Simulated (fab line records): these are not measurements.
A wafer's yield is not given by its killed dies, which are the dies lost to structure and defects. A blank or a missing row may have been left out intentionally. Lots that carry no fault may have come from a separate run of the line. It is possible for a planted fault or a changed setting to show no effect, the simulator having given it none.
fab line records    flow nand-harc
record lots=12  wafers=36  last-day=32
route steps=1302 shown A_STAIRCASE@812 END@1302
lots untouched by any fault: they come from a run of this same line in which no faults occurred
start-h: start of the lot's first displayed wafer, in hours after the record's first day    wait-h: hours from the lot's prior step to this one    " unchanged from the row above    L1.1+2: one row covering several wafers at once    - either no value or no given start    * or withheld: withheld    < > ~ a bound
route shown NAME@n: names a module that has steps shown in the file, with the first one's number in the route    usual: average and standard deviation across the fault-free wafers    same: alike in all rows    chamber/n: place in a boat    sites: each site's reading    _std_site: their standard deviation    _edge_site: inner sites' mean taken away from outer sites' mean    radius-mm: how far each site lies from the wafer's centre    mask NAME#n: copy n    behind: tool/chamber where the wafer was last shaped    hold: reason for holding the lot/hours on hold/outcome of the hold    device: whichever transistor did not switch (one of n, p or np)    end of line: the route-end tests of the same wafers    a step without rows: its recipe alone    killed: dies that structure and defects cost at the first sort, which is not the same as the wafer's yield    map: the dies of a wafer, with x for killed, . for not killed, _ for no die there
set.NAME: the setting that was run; set.NAME@STEP: the one run at that earlier step    model.NAME: the simulator's own value behind a step, which no gauge read
route steps across a sampled set of lots; one table per step, one row per wafer
services: the hour from which a tool's chamber was out of use, counted from the record's first day as start-h (under 0 if before that day), plus the number of hours and why
## steps
# step NHARC_A_STAIRCASE_ETCH_294
# recipe target-depth-a=49890  time-s=1211.6  ion-energy-ev=800  c4f8-flow-sccm=80  o2-flow-sccm=60  ar-flow-sccm=withheld  rf-w=600  bias-w=3000  chemistry=C4F8/O2/Ar
# usual oes-product-au=0.930/0.011  rf-fwd-power-W=599.4/1.9  rf-vpp-V=1827/8.5
lot.wafer  tool         chamber  start-h  wait-h  oes-product-au  rf-fwd-power-W  rf-hours-counter-h  rf-vpp-V
L826.3     rie-diel-07  1        -        -       0.952           599.5           28                  1833
L826.5     "            2        "        "       0.929           599.7           -                   1836
L826.6     "            3        "        "       0.919           598.2           -                   1823
L823.1     rie-diel-07  0        -        -       0.918           599.9           28                  1842
L823.5     "            1        "        "       0.929           598.7           -                   1833
L823.6     "            2        "        "       0.922           597.2           -                   1836
L824.4     rie-diel-06  1        -        -       0.934           599.1           34                  1823
L824.6     "            1        "        "       0.932           597.7           -                   1826
L824.5     "            2        "        "       0.913           600.2           -                   1820
L828.3     rie-diel-06  1        -        -       0.934           594.9           42                  1823
L828.4     "            2        "        "       0.912           597.0           40                  1821
L828.6     "            2        "        "       0.924           598.4           -                   1821
L829.1     rie-diel-07  1        -        -       0.921           599.4           36                  1833
L829.6     "            1        "        "       0.929           591.9           -                   1833
L829.5     "            2        "        "       0.926           603.0           -                   1836
L831.1     rie-diel-07  0        -        -       0.912           599.1           40                  1842
L831.3     "            1        "        "       0.925           602.7           41                  1834
L831.6     "            0        "        "       0.925           597.1           -                   1841
L834.3     rie-diel-07  3        -        -       0.936           596.2           1                   1823
L834.5     "            0        "        "       0.919           602.3           -                   1842
L834.6     "            1        "        "       0.934           598.4           -                   1832
L840.2     rie-diel-07  3        -        -       0.940           599.4           19                  1822
L840.3     "            0        "        "       0.925           602.3           21                  1841
L840.4     "            2        "        "       0.935           599.8           20                  1835
L842.4     rie-diel-06  1        -        -       0.960           597.2           22                  1822
L842.6     "            1        "        "       0.958           597.9           -                   1823
L842.5     "            2        "        "       0.931           601.0           -                   1820
L841.1     rie-diel-06  3        -        -       0.937           598.6           20                  1824
L841.3     "            1        "        "       0.945           597.8           22                  1822
L841.6     "            3        "        "       0.925           597.9           -                   1822
L843.1     rie-diel-07  2        -        -       0.926           599.6           33                  1834
L843.2     "            3        "        "       0.938           603.3           32                  1821
L843.4     "            0        "        "       0.919           599.4           33                  1840
L844.1     rie-diel-08  1        -        -       0.933           601.8           7                   1829
L844.4     "            2        "        "       0.909           599.7           8                   1821
L844.3     "            3        "        "       0.915           600.1           8                   1809
# step NHARC_A_STAIRCASE_ETCH_313
# recipe cf4-flow-sccm=100  chf3-flow-sccm=30  ar-flow-sccm=0  rf-w=500  bias-w=200  chemistry=CF4/CHF3
# usual drypump-motor-current-A=5.6/0.44  oes-product-au=0.924/0.014  rf-fwd-power-W=496.7/1.8  rf-vpp-V=370.8/1.8  showerhead-plenum-p-Torr=1.58/0.05  throttle-valve-pct=16.803/0.0092
lot.wafer  tool         chamber  start-h  wait-h  drypump-motor-current-A  oes-product-au  rf-fwd-power-W  rf-hours-counter-h  rf-vpp-V  showerhead-plenum-p-Torr  throttle-valve-pct
L826.3     rie-diel-08  1        403.61   0.1     5.8                      0.965           497.5           11                  372.5     1.60                      16.804
L826.5     "            1        "        "       5.8                      0.972           496.8           -                   371.7     1.60                      16.810
L826.6     "            3        "        "       5.5                      0.926           498.7           -                   368.6     1.48                      16.802
L823.1     rie-diel-06  3        406.88   0.1     5.9                      0.931           491.7           37                  369.6     1.56                      16.800
L823.6     "            2        "        "       6.7                      0.920           495.9           -                   368.2     1.54                      16.794
L823.5     "            3        "        "       5.9                      0.922           493.1           -                   369.9     1.56                      16.803
L824.4     rie-diel-08  0        408.75   0.1     5.2                      0.935           496.4           5                   369.6     1.57                      16.794
L824.6     "            2        "        "       5.4                      0.928           496.7           -                   369.7     1.56                      16.804
L824.5     "            3        "        "       5.5                      0.912           496.2           -                   367.9     1.48                      16.806
L828.4     rie-diel-07  2        433.20   0.1     5.3                      0.924           498.1           40                  372.4     1.63                      16.820
L828.3     "            3        "        "       5.3                      0.920           495.1           37                  370.6     1.55                      16.797
L828.6     "            2        "        "       5.3                      0.922           496.3           -                   372.7     1.63                      16.789
L829.1     rie-diel-06  1        434.15   0.1     5.7                      0.932           499.2           44                  368.1     1.56                      16.808
L829.6     "            2        "        "       6.6                      0.915           494.7           -                   368.1     1.53                      16.815
L829.5     "            3        "        "       5.9                      0.916           494.9           -                   371.1     1.56                      16.803
L831.3     rie-diel-07  2        459.19   0.1     5.2                      0.925           495.3           47                  372.9     1.63                      16.815
L831.1     "            0        "        "       6.1                      0.912           501.1           41                  373.0     1.66                      16.804
L831.6     "            3        "        "       5.3                      0.910           494.8           -                   369.5     1.55                      16.805
L834.3     rie-diel-07  1        488.98   0.1     5.1                      0.923           495.9           2                   372.6     1.61                      16.798
L834.6     "            1        "        "       5.0                      0.923           496.8           -                   372.4     1.61                      16.810
L834.5     "            2        "        "       5.2                      0.919           497.5           -                   372.8     1.62                      16.804
L840.4     rie-diel-07  0        548.23   0.1     6.1                      0.909           496.5           22                  372.4     1.65                      16.799
L840.3     "            1        "        "       5.0                      0.923           494.5           22                  372.7     1.60                      16.796
L840.2     "            3        "        "       5.3                      0.919           495.3           20                  370.4     1.54                      16.815
L842.4     rie-diel-07  3        567.10   0.1     5.3                      0.927           495.9           24                  369.7     1.54                      16.792
L842.6     "            0        "        "       6.2                      0.909           502.0           -                   373.4     1.65                      16.797
L842.5     "            1        "        "       5.1                      0.922           498.2           -                   370.6     1.60                      16.794
L841.3     rie-diel-08  2        569.58   0.1     5.4                      0.934           498.1           3                   369.1     1.55                      16.801
L841.1     "            1        "        "       5.8                      0.959           499.6           3                   370.9     1.59                      16.796
L841.6     "            2        "        "       5.4                      0.929           500.0           -                   369.4     1.55                      16.804
L843.2     rie-diel-07  0        590.77   0.1     6.2                      0.911           497.5           39                  373.0     1.65                      16.801
L843.1     "            1        "        "       5.0                      0.917           496.7           40                  372.0     1.60                      16.804
L843.4     "            3        "        "       5.2                      0.929           496.4           35                  369.2     1.54                      16.809
L844.3     rie-diel-07  1        594.10   0.1     5.0                      0.916           495.6           41                  371.2     1.60                      16.807
L844.1     "            2        "        "       5.3                      0.924           498.3           37                  372.2     1.61                      16.796
L844.4     "            3        "        "       5.2                      0.917           497.7           36                  369.2     1.54                      16.818
# step NHARC_A_STAIRCASE_ETCH_315
# recipe target-depth-a=25000  time-s=607.1  ion-energy-ev=800  c4f8-flow-sccm=80  o2-flow-sccm=60  ar-flow-sccm=withheld  rf-w=600  bias-w=3000  chemistry=C4F8/O2/Ar
# usual oes-product-au=0.927/0.011  rf-fwd-power-W=599.0/1.8  rf-vpp-V=1829/7.8
lot.wafer  tool         chamber  start-h  wait-h  oes-product-au  rf-fwd-power-W  rf-hours-counter-h  rf-vpp-V
L826.3     rie-diel-08  3        404.99   -       0.907           598.4           13                  1812
L826.6     "            1        "        "       0.940           601.3           -                   1831
L826.5     "            2        "        "       0.929           599.4           -                   1824
L823.1     rie-diel-06  3        407.54   -       0.937           598.2           37                  1826
L823.5     "            1        "        "       0.941           596.3           -                   1824
L823.6     "            2        "        "       0.920           597.3           -                   1821
L824.4     rie-diel-08  1        409.29   -       0.940           600.4           12                  1831
L824.5     "            0        "        "       0.924           596.9           -                   1826
L824.6     "            1        "        "       0.932           599.5           -                   1832
L828.3     rie-diel-07  0        433.70   -       0.908           602.2           34                  1841
L828.4     "            1        "        "       0.927           600.5           38                  1834
L828.6     "            0        "        "       0.920           600.3           -                   1842
L829.1     rie-diel-06  1        434.68   -       0.943           600.8           44                  1824
L829.6     "            0        "        "       0.927           600.2           -                   1840
L829.5     "            1        "        "       0.929           599.1           -                   1824
L831.3     rie-diel-07  1        459.75   -       1.006           695.6           43                  1834
L831.1     "            2        "        "       1.015           695.0           48                  1836
L831.6     "            1        "        "       1.008           694.1           -                   1831
L834.3     rie-diel-07  0        489.49   -       1.011           694.6           2                   1839
L834.5     "            0        "        "       1.007           695.9           -                   1841
L834.6     "            1        "        "       1.028           694.7           -                   1832
L840.2     rie-diel-07  3        548.82   -       0.923           599.5           20                  1822
L840.3     "            0        "        "       0.927           598.4           22                  1839
L840.4     "            1        "        "       0.920           599.3           22                  1831
L842.4     rie-diel-07  3        567.75   -       0.919           603.5           24                  1822
L842.6     "            1        "        "       0.921           597.8           -                   1831
L842.5     "            2        "        "       0.933           600.7           -                   1834
L841.3     rie-diel-08  1        570.19   -       0.954           600.3           3                   1829
L841.1     "            2        "        "       0.935           598.5           4                   1822
L841.6     "            2        "        "       0.935           600.3           -                   1821
L843.4     rie-diel-07  2        591.56   -       0.918           595.7           36                  1833
L843.2     "            0        "        "       0.925           600.8           40                  1839
L843.1     "            1        "        "       0.931           598.4           40                  1830
L844.4     rie-diel-07  1        594.62   -       0.936           599.7           41                  1830
L844.3     "            3        "        "       0.933           599.6           37                  1822
L844.1     "            0        "        "       0.923           603.0           40                  1838
# step NHARC_A_STAIRCASE_ALD_415
# recipe target-thk-a=300  pulse-time-s=6  ald-cycles=300  temp-c=300  material=SiO2
# usual heater-power-w=462/26  precursor-pulse-height-rel=1.000/0.019  susceptor-temp-C=300.00/0.21
lot.wafer  tool       chamber  start-h  wait-h  heater-power-w  precursor-pulse-height-rel  susceptor-temp-C
L826.3     ald-hk-02  3        406.44   0.3     483             0.958                       300.32
L826.6     "          2        "        "       441             1.016                       299.81
L826.5     "          3        "        "       475             0.965                       300.21
L823.1     ald-hk-04  3        409.22   0.6     541             0.998                       299.80
L823.6     "          2        "        "       415             1.011                       299.68
L823.5     "          3        "        "       521             1.018                       299.74
L824.4     ald-hk-03  0        410.60   0.2     429             1.004                       299.93
L824.5     "          0        "        "       431             0.991                       299.51
L824.6     "          1        "        "       476             0.992                       300.03
L828.3     ald-hk-03  3        435.20   0.3     445             0.985                       300.18
L828.4     "          1        "        "       474             0.999                       300.20
L828.6     "          2        "        "       482             1.040                       300.41
L829.1     ald-hk-02  2        436.70   0.8     439             0.958                       299.74
L829.5     "          3        "        "       490             0.982                       299.66
L829.6     "          0        "        "       472             1.012                       300.20
L831.1     ald-hk-03  2        461.26   0.3     479             0.958                       300.06
L831.3     "          3        "        "       450             0.987                       300.14
L831.6     "          2        "        "       473             0.990                       300.17
L834.3     ald-hk-03  1        491.45   0.8     476             0.977                       299.94
L834.5     "          2        "        "       482             0.999                       299.76
L834.6     "          3        "        "       452             1.000                       299.62
L840.2     ald-hk-04  0        550.27   0.3     463             1.024                       299.98
L840.4     "          1        "        "       449             0.999                       299.99
L840.3     "          2        "        "       446             1.009                       300.04
L842.4     ald-hk-02  1        569.40   0.5     438             1.019                       299.90
L842.6     "          3        "        "       487             0.971                       299.96
L842.5     "          0        "        "       482             0.957                       299.88
L841.1     ald-hk-04  2        571.48   0.1     436             1.031                       300.18
L841.3     "          1        "        "       444             1.015                       299.88
L841.6     "          2        "        "       428             1.025                       299.98
L843.4     ald-hk-03  2        592.83   0.1     459             0.977                       300.12
L843.2     "          3        "        "       441             0.998                       299.87
L843.1     "          1        "        "       462             0.972                       300.37
L844.3     ald-hk-04  2        595.89   0.1     442             1.021                       299.98
L844.4     "          0        "        "       483             0.986                       300.14
L844.1     "          1        "        "       448             0.982                       300.10
# step NHARC_END_SORT_01
# recipe temp-c=25
# usual killed-at-array=58/20  killed-at-other=1.0/1.2  killed-at-periphery=4.1/3  killed-dies=63/20  killed-open=3.2/1.7  killed-short=2.5/1.5
# same gross-dies=677
lot.wafer  tool       chamber  start-h  wait-h  killed-at-array  killed-at-other  killed-at-periphery  killed-dies  killed-open  killed-short
L824.4     prober-01  0        582.05   3.4     74               0                2                    76           4            4
L824.5     prober-01  0        582.85   3.7     65               1                2                    68           1            2
L824.6     prober-01  0        583.65   4.0     63               0                0                    63           1            0
L826.3     prober-01  0        589.14   3.1     64               3                8                    75           2            3
L826.5     prober-01  0        590.75   3.7     41               0                6                    47           6            4
L826.6     prober-01  0        591.55   4.0     51               1                5                    57           2            3
L823.1     prober-02  0        591.29   2.5     56               1                1                    58           1            3
L823.5     prober-02  0        594.46   3.7     67               2                2                    71           4            1
L823.6     prober-02  0        595.25   4.0     65               0                3                    68           0            1
L829.1     prober-02  0        605.02   2.5     29               2                1                    32           1            4
L829.5     prober-02  0        608.20   3.7     28               1                2                    31           4            4
L829.6     prober-02  0        608.99   4.0     21               1                7                    29           9            2
L828.3     prober-01  0        609.46   3.1     102              1                8                    111          4            2
L828.4     prober-01  0        610.27   3.4     79               2                2                    83           2            2
L828.6     prober-01  0        611.88   4.0     82               4                7                    93           5            2
L831.1     prober-01  0        632.55   2.5     82               0                2                    84           6            4
L831.3     prober-01  0        634.16   3.1     76               0                6                    82           5            5
L831.6     prober-01  0        636.57   4.0     84               0                1                    85           1            3
L834.3     prober-01  0        669.10   3.1     67               0                7                    74           1            2
L834.5     prober-01  0        670.69   3.7     74               0                9                    83           3            2
L834.6     prober-01  0        671.48   4.0     66               2                4                    72           0            2
L840.2     prober-01  0        719.41   2.8     81               0                2                    83           4            5
L840.3     prober-01  0        720.22   3.1     99               2                3                    104          2            6
L840.4     prober-01  0        721.03   3.4     99               0                0                    99           2            3
L841.1     prober-02  0        735.06   2.5     72               1                1                    74           4            1
L841.3     prober-02  0        736.68   3.1     70               0                3                    73           4            7
L841.6     prober-02  0        739.10   4.0     57               0                3                    60           3            3
L842.4     prober-01  0        744.04   3.4     89               0                4                    93           5            4
L842.5     prober-01  0        744.84   3.7     67               3                1                    71           1            4
L842.6     prober-01  0        745.63   4.0     77               2                3                    82           5            2
L843.1     prober-02  0        768.43   2.5     75               4                8                    87           1            3
L843.2     prober-02  0        769.23   2.8     82               1                6                    89           4            2
L843.4     prober-02  0        770.84   3.4     78               3                6                    87           2            0
L844.1     prober-01  0        768.51   2.6     64               2                4                    70           4            2
L844.3     prober-01  0        770.13   3.2     52               0                5                    57           4            4
L844.4     prober-01  0        770.94   3.5     48               3                3                    54           4            1
# killed by level:class
L824.4 A_CHANNEL_HOLE_D2:chamber-film-flake=28 A_SLIT:chamber-film-flake=24 A_STAIRCASE:chamber-film-flake=10 A_CONTACT:chamber-film-flake=3 A_CHANNEL_FILL_D2:geometric-particle:short=2 A_CHANNEL_HOLE_D1:chamber-film-flake=2 P_CONTACT:geometric-particle:open=1 P_CONTACT:geometric-particle:short=1
L824.5 A_CHANNEL_HOLE_D2:chamber-film-flake=30 A_SLIT:chamber-film-flake=23 A_STAIRCASE:chamber-film-flake=5 A_CONTACT:chamber-film-flake=4 P_M2:geometric-particle:open=1 A_CHANNEL_HOLE_D2:geometric-particle:short=1 A_M0:geometric-particle:short=1 P_M0:chamber-film-flake=1
L824.6 A_SLIT:chamber-film-flake=26 A_CHANNEL_HOLE_D2:chamber-film-flake=22 A_STAIRCASE:chamber-film-flake=7 A_CONTACT:chamber-film-flake=5 A_CONTACT:geometric-particle:open=1 A_CHANNEL_HOLE_D1:chamber-film-flake=1 A_WL_FILL:chamber-film-flake=1
L826.3 A_CHANNEL_HOLE_D1:chamber-film-flake=29 A_CHANNEL_HOLE_D2:chamber-film-flake=25 P_M1:chamber-film-flake=4 A_CONTACT:chamber-film-flake=4 THIN_TSV:chamber-film-flake=3 P_STI:chamber-film-flake=2 P_M0:geometric-particle:short=1 A_SOURCE_PLATE:geometric-particle:short=1
L826.5 A_CHANNEL_HOLE_D2:chamber-film-flake=14 A_CHANNEL_HOLE_D1:chamber-film-flake=13 A_DECK1_JOINT:chamber-film-flake=3 A_CHANNEL_FILL_D2:geometric-particle:open=2 A_CONTACT:chamber-film-flake=2 P_GATE:geometric-particle:open=1 P_CONTACT:geometric-particle:open=1 P_M0:geometric-particle:open=1
L823.1 A_SLIT:chamber-film-flake=25 A_CHANNEL_HOLE_D1:chamber-film-flake=19 A_CHANNEL_HOLE_D2:chamber-film-flake=5 A_CONTACT:chamber-film-flake=2 A_ONON_D1:geometric-particle:short=1 A_CHANNEL_HOLE_D1:geometric-particle:short=1 A_CHANNEL_FILL_D2:geometric-particle:short=1 P_STI:chamber-film-flake=1
L826.6 A_CHANNEL_HOLE_D2:chamber-film-flake=22 A_CHANNEL_HOLE_D1:chamber-film-flake=16 A_CONTACT:chamber-film-flake=4 P_M1:chamber-film-flake=3 A_WL_FILL:chamber-film-flake=2 P_GATE:geometric-particle:open=1 A_CHANNEL_HOLE_D1:geometric-particle:short=1 A_ONON_D2:geometric-particle:short=1
L823.5 A_CHANNEL_HOLE_D1:chamber-film-flake=26 A_SLIT:chamber-film-flake=24 A_CHANNEL_HOLE_D2:chamber-film-flake=9 A_CONTACT:chamber-film-flake=3 THIN_TSV:chamber-film-flake=2 P_M0:geometric-particle:open=1 A_CHANNEL_HOLE_D1:geometric-particle:open=1 A_CHANNEL_FILL_D1:geometric-particle:open=1
L823.6 A_SLIT:chamber-film-flake=26 A_CHANNEL_HOLE_D1:chamber-film-flake=21 A_CHANNEL_HOLE_D2:chamber-film-flake=15 P_STI:chamber-film-flake=2 A_WL_FILL:geometric-particle:short=1 P_GATE:chamber-film-flake=1 A_STAIRCASE:chamber-film-flake=1 A_SGD_CUT:chamber-film-flake=1
L829.1 A_CHANNEL_HOLE_D2:chamber-film-flake=12 A_CONTACT:chamber-film-flake=9 A_CHANNEL_HOLE_D1:chamber-film-flake=3 THIN_TSV:chamber-film-flake=2 A_ONON_D2:geometric-particle:short=1 A_WL_FILL:geometric-particle:short=1 A_M0:geometric-particle:open=1 A_M0:geometric-particle:short=1
L829.5 A_CHANNEL_HOLE_D2:chamber-film-flake=9 A_CONTACT:chamber-film-flake=7 A_CHANNEL_HOLE_D1:chamber-film-flake=2 P_M0:geometric-particle:open=1 A_DECK1_JOINT:geometric-particle:short=1 A_CHANNEL_FILL_D2:geometric-particle:open=1 A_CHANNEL_FILL_D2:geometric-particle:short=1 A_SGD_CUT:geometric-particle:short=1
L829.6 A_CHANNEL_HOLE_D2:chamber-film-flake=9 P_CONTACT:geometric-particle:open=3 A_CHANNEL_HOLE_D1:chamber-film-flake=3 P_M0:geometric-particle:open=2 A_M0:geometric-particle:open=2 A_CONTACT:chamber-film-flake=2 A_CHANNEL_FILL_D1:geometric-particle:short=1 A_ONON_D2:geometric-particle:open=1
L828.3 A_SLIT:chamber-film-flake=39 A_CHANNEL_HOLE_D1:chamber-film-flake=31 A_CHANNEL_HOLE_D2:chamber-film-flake=24 P_BONDPAD:chamber-film-flake=3 A_ZERO_WELL:chamber-film-flake=3 P_M1:geometric-particle:open=2 P_CONTACT:geometric-particle:short=1 A_SOURCE_PLATE:geometric-particle:short=1
L828.4 A_SLIT:chamber-film-flake=30 A_CHANNEL_HOLE_D2:chamber-film-flake=22 A_CHANNEL_HOLE_D1:chamber-film-flake=17 A_STAIRCASE:chamber-film-flake=3 A_CONTACT:chamber-film-flake=2 THIN_TSV:chamber-film-flake=2 P_M0:geometric-particle:short=1 A_ONON_D1:geometric-particle:open=1
L828.6 A_SLIT:chamber-film-flake=29 A_CHANNEL_HOLE_D2:chamber-film-flake=21 A_CHANNEL_HOLE_D1:chamber-film-flake=21 THIN_TSV:chamber-film-flake=4 P_STI:chamber-film-flake=2 P_M2:chamber-film-flake=2 P_BONDPAD:chamber-film-flake=2 A_SGD_CUT:chamber-film-flake=2
L831.1 A_SLIT:chamber-film-flake=36 A_CHANNEL_HOLE_D2:chamber-film-flake=23 A_M0:geometric-particle:open=2 A_CHANNEL_FILL_D1:chamber-film-flake=2 A_STAIRCASE:chamber-film-flake=2 A_CHANNEL_FILL_D2:chamber-film-flake=2 A_WL_FILL:chamber-film-flake=2 A_CONTACT:chamber-film-flake=2
L831.3 A_SLIT:chamber-film-flake=29 A_CHANNEL_HOLE_D2:chamber-film-flake=28 A_CHANNEL_HOLE_D1:chamber-film-flake=3 A_BONDPAD:chamber-film-flake=3 A_ONON_D1:geometric-particle:open=2 A_CHANNEL_FILL_D2:geometric-particle:short=2 P_STI:chamber-film-flake=2 A_STAIRCASE:chamber-film-flake=2
L831.6 A_SLIT:chamber-film-flake=32 A_CHANNEL_HOLE_D2:chamber-film-flake=31 A_CHANNEL_HOLE_D1:chamber-film-flake=3 A_CHANNEL_FILL_D1:chamber-film-flake=3 A_STAIRCASE:chamber-film-flake=3 A_CONTACT:chamber-film-flake=3 A_CHANNEL_FILL_D2:chamber-film-flake=2 A_ONON_D2:geometric-particle:short=1
L834.3 A_SLIT:chamber-film-flake=30 A_CHANNEL_HOLE_D2:chamber-film-flake=17 A_CONTACT:chamber-film-flake=8 A_CHANNEL_HOLE_D1:chamber-film-flake=6 P_GATE:geometric-particle:short=2 P_STI:chamber-film-flake=2 P_M2:chamber-film-flake=2 A_DECK1_JOINT:chamber-film-flake=2
L834.5 A_SLIT:chamber-film-flake=40 A_CHANNEL_HOLE_D2:chamber-film-flake=16 A_CHANNEL_HOLE_D1:chamber-film-flake=9 A_CONTACT:chamber-film-flake=5 P_STI:chamber-film-flake=3 A_M0:geometric-particle:open=2 P_M2:chamber-film-flake=2 P_GATE:geometric-particle:open=1
L834.6 A_SLIT:chamber-film-flake=36 A_CHANNEL_HOLE_D2:chamber-film-flake=15 A_CONTACT:chamber-film-flake=8 P_STI:chamber-film-flake=3 A_CHANNEL_HOLE_D1:chamber-film-flake=2 A_DECK1_JOINT:chamber-film-flake=2 A_DECK1_JOINT:geometric-particle:short=1 STARTING-WAFER:geometric-particle:short=1
L840.2 A_SLIT:chamber-film-flake=23 A_CHANNEL_HOLE_D1:chamber-film-flake=21 A_CHANNEL_HOLE_D2:chamber-film-flake=19 A_CHANNEL_FILL_D2:chamber-film-flake=4 A_STAIRCASE:chamber-film-flake=3 A_CONTACT:chamber-film-flake=3 A_WL_FILL:geometric-particle:short=2 P_M0:geometric-particle:open=1
L840.3 A_SLIT:chamber-film-flake=33 A_CHANNEL_HOLE_D1:chamber-film-flake=30 A_CHANNEL_HOLE_D2:chamber-film-flake=22 A_CHANNEL_FILL_D1:geometric-particle:short=3 A_CONTACT:chamber-film-flake=3 A_BLC:geometric-particle:open=2 P_M1:chamber-film-flake=2 A_CHANNEL_FILL_D2:chamber-film-flake=2
L840.4 A_SLIT:chamber-film-flake=44 A_CHANNEL_HOLE_D2:chamber-film-flake=23 A_CHANNEL_HOLE_D1:chamber-film-flake=19 A_CONTACT:chamber-film-flake=5 A_CHANNEL_FILL_D2:chamber-film-flake=2 A_ONON_D1:geometric-particle:short=1 A_ONON_D1:geometric-particle:open=1 A_CHANNEL_FILL_D1:geometric-particle:open=1
L841.1 A_SLIT:chamber-film-flake=37 A_CHANNEL_HOLE_D1:chamber-film-flake=17 A_CONTACT:chamber-film-flake=7 A_DECK1_JOINT:chamber-film-flake=2 A_ONON_D2:geometric-particle:open=1 A_SGD_CUT:geometric-particle:open=1 A_WL_FILL:geometric-particle:short=1 A_BLC:geometric-particle:open=1
L841.3 A_SLIT:chamber-film-flake=39 A_CHANNEL_HOLE_D1:chamber-film-flake=14 A_CONTACT:chamber-film-flake=4 A_M0:geometric-particle:short=3 A_ONON_D1:geometric-particle:open=2 A_WL_FILL:chamber-film-flake=2 P_GATE:geometric-particle:short=1 P_CONTACT:geometric-particle:short=1
L841.6 A_SLIT:chamber-film-flake=27 A_CHANNEL_HOLE_D1:chamber-film-flake=13 A_CONTACT:chamber-film-flake=8 A_STAIRCASE:chamber-film-flake=2 A_WL_FILL:chamber-film-flake=2 P_CONTACT:geometric-particle:short=1 P_M2:geometric-particle:open=1 A_CHANNEL_FILL_D1:geometric-particle:open=1
L842.4 A_CHANNEL_HOLE_D2:chamber-film-flake=32 A_CHANNEL_HOLE_D1:chamber-film-flake=29 A_SLIT:chamber-film-flake=13 A_CONTACT:chamber-film-flake=4 P_GATE:chamber-film-flake=3 A_CHANNEL_FILL_D1:geometric-particle:short=2 A_WL_FILL:geometric-particle:short=2 P_CONTACT:geometric-particle:open=1
L842.5 A_CHANNEL_HOLE_D1:chamber-film-flake=23 A_CHANNEL_HOLE_D2:chamber-film-flake=22 A_SLIT:chamber-film-flake=9 A_CONTACT:chamber-film-flake=7 THIN_TSV:chamber-film-flake=3 A_WL_FILL:geometric-particle:short=2 A_M0:geometric-particle:open=1 A_M0:geometric-particle:short=1
L842.6 A_CHANNEL_HOLE_D1:chamber-film-flake=31 A_CHANNEL_HOLE_D2:chamber-film-flake=27 A_SLIT:chamber-film-flake=8 A_CONTACT:chamber-film-flake=4 A_CHANNEL_FILL_D1:geometric-particle:short=2 P_GATE:chamber-film-flake=2 THIN_TSV:chamber-film-flake=2 P_M1:geometric-particle:open=1
L843.1 A_SLIT:chamber-film-flake=34 A_CHANNEL_HOLE_D2:chamber-film-flake=27 P_GATE:chamber-film-flake=4 P_M1:chamber-film-flake=4 THIN_TSV:chamber-film-flake=4 A_CHANNEL_HOLE_D1:unspecified=2 A_STAIRCASE:chamber-film-flake=2 A_CHANNEL_HOLE_D1:geometric-particle:short=1
L844.1 A_SLIT:chamber-film-flake=36 A_CHANNEL_HOLE_D1:chamber-film-flake=20 P_M1:chamber-film-flake=2 THIN_TSV:chamber-film-flake=2 P_CONTACT:geometric-particle:open=1 P_M0:geometric-particle:open=1 A_CHANNEL_FILL_D1:geometric-particle:short=1 A_DECK1_JOINT:geometric-particle:short=1
L843.2 A_SLIT:chamber-film-flake=36 A_CHANNEL_HOLE_D2:chamber-film-flake=35 P_M1:chamber-film-flake=3 A_CHANNEL_FILL_D1:chamber-film-flake=2 P_GATE:geometric-particle:open=1 A_DECK1_JOINT:geometric-particle:open=1 A_ONON_D2:geometric-particle:short=1 A_CHANNEL_FILL_D2:geometric-particle:open=1
L844.3 A_SLIT:chamber-film-flake=36 A_CHANNEL_HOLE_D1:chamber-film-flake=8 P_M1:chamber-film-flake=4 A_ONON_D2:geometric-particle:short=2 P_GATE:geometric-particle:short=1 A_CHANNEL_FILL_D1:geometric-particle:open=1 A_CHANNEL_FILL_D2:geometric-particle:open=1 A_SLIT:geometric-particle:open=1
L843.4 A_SLIT:chamber-film-flake=39 A_CHANNEL_HOLE_D2:chamber-film-flake=29 P_M1:chamber-film-flake=5 A_CONTACT:chamber-film-flake=4 THIN_TSV:chamber-film-flake=3 P_GATE:geometric-particle:open=1 A_CHANNEL_FILL_D2:geometric-particle:open=1 A_CHANNEL_HOLE_D1:unspecified=1
L844.4 A_SLIT:chamber-film-flake=24 A_CHANNEL_HOLE_D1:chamber-film-flake=17 A_CHANNEL_HOLE_D2:geometric-particle:open=2 P_M1:chamber-film-flake=2 A_M1:chamber-film-flake=2 THIN_TSV:chamber-film-flake=2 P_GATE:geometric-particle:open=1 A_M0:geometric-particle:open=1
## services
tool         chamber  start-h  hours  kind
rie-diel-07  0        376.86   -      clean
rie-diel-07  1        376.86   -      clean
rie-diel-07  2        376.86   -      clean
rie-diel-07  3        376.86   -      clean
ald-hk-03    -        392.17   10.0   pm
rie-diel-08  2        393.50   11.2   repair
rie-diel-08  0        393.82   3.0    repair
rie-diel-07  0        401.36   -      clean
rie-diel-07  1        401.36   -      clean
rie-diel-07  2        401.36   -      clean
rie-diel-07  3        401.36   -      clean
rie-diel-08  1        416.73   3.3    repair
ald-hk-04    -        436.33   10.0   pm
rie-diel-07  1        442.29   7.0    repair
rie-diel-07  -        471.29   9.0    pm
rie-diel-06  -        484.74   9.0    pm
rie-diel-08  1        507.94   34.1   repair
rie-diel-08  -        510.07   0.4    repair
ald-hk-02    -        528.48   10.0   pm
rie-diel-08  -        548.92   9.0    pm
rie-diel-06  -        552.38   2.1    repair
ald-hk-03    -        572.88   10.0   pm
rie-diel-06  3        573.18   5.0    repair
rie-diel-08  -        590.30   1.9    repair
## key
first-sign step=NHARC_A_STAIRCASE_ETCH_315  reading=rf-fwd-power-W  direction=up  sigmas=54  usual=*  struck=*
effect step=NHARC_A_STAIRCASE_ETCH_315  reading=oes-product-au  direction=up  sigmas=7.9  usual=0.927  struck=1.012
met-at NHARC_A_STAIRCASE_ETCH_315
struck-lots L831,L834
tester-left-out L831,L834
not-acting-at NHARC_A_STAIRCASE_ETCH_294,NHARC_A_STAIRCASE_ETCH_313,NHARC_A_STAIRCASE_ALD_415
onset-between 433.70 459.75
fault kind=process-parameter-drift  tool=rie-diel-07  chamber=-  onset-h=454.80  steps=NHARC_A_STAIRCASE_ETCH_315  channel=rf-w  offset=*  shape=step  end-h=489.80  acts-in=*  stated=*
# tester-left-out: of these lots the tester's yield and bins aren't shown, on N5 and GAA mostly nor the transistor test; their killed dies are dies lost to structure and defects alone, not to doping, threshold or leakage, so they don't give the yield
